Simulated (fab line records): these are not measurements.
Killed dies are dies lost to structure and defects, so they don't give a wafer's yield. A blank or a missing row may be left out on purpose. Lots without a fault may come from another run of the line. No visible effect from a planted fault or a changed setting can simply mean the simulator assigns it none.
Matching of chambers ; flow nand_harc ; 4 sister chambers for NHARC_P_CONTACT_DESCUM_17 on rie_diel-12
The step chemistry O2, time 3 s. 18 wafers are shown with their chamber, then 9 later ones without.

== WAFERS PAIRED WITH THEIR CHAMBERS ==
wafer;chamber;showerhead_plenum_p_Torr (Torr);drypump_motor_current_A (A);oes_product_au (a.u.)
L076.1;1;2.04;5.6;0.990
L076.3;0;1.86;6.2;0.995
L076.4;2;1.80;5.1;1.013
L078.2;3;2.07;5.7;1.020
L078.4;2;1.80;5.2;1.013
L078.6;0;1.86;6.2;0.991
L085.2;1;2.04;5.6;0.990
L085.3;2;1.80;5.1;1.018
L085.6;0;1.86;6.2;1.000
L086.1;1;2.03;5.6;1.008
L086.3;3;2.07;5.7;1.020
L086.4;2;1.80;5.1;1.020
L090.1;3;2.07;5.7;0.999
L090.2;1;2.03;5.6;0.973
L090.4;0;1.86;6.2;1.005
L091.4;0;1.86;6.2;1.003
L091.5;1;2.03;5.6;0.978
L091.6;2;1.80;5.1;1.014

SIGNATURES, as means of the wafers listed above
reading;chamber 0;chamber 1;chamber 2;chamber 3;scatter within a chamber
showerhead_plenum_p_Torr;1.8600;2.0340;1.8000;2.0700;0.00293
drypump_motor_current_A;6.200;5.600;5.120;5.700;0.0239
oes_product_au;0.99880;0.98780;1.01560;1.01300;0.00926
Rule: a wafer lies at a distance from a chamber equal to the root of the sum of squares, over the readings, of (its reading less the chamber's mean, divided by the reading's scatter). If the next closest chamber is less than 2 further off than the closest, the wafer can't be placed; otherwise it belongs to the closest. The scatter: take each reading less its chamber's mean, square it, sum over the shown wafers, divide by the number of wafers less the number of chambers, and take the root.

== WAFERS WITHOUT THEIR CHAMBER ==
wafer;showerhead_plenum_p_Torr (Torr);drypump_motor_current_A (A);oes_product_au (a.u.)
L093.1;2.03;5.6;0.991
L093.4;1.86;6.2;0.991
L093.5;2.03;5.6;0.993
L095.1;1.86;6.2;1.003
L095.3;2.07;5.7;1.008
L095.5;1.80;5.1;1.010
L097.1;1.80;5.2;1.006
L097.3;2.07;5.7;0.994
L097.4;2.03;5.6;0.983

== THE CHAMBER EACH PASSED THROUGH ==
wafer;from the rows above;in truth
L093.1;1;1
L093.4;0;0
L093.5;1;1
L095.1;0;0
L095.3;3;3
L095.5;2;2
L097.1;2;2
L097.3;3;3
L097.4;1;1
Correctly placed: 9 of 9. From these rows, 0 cannot be placed. 0 placed wrongly.
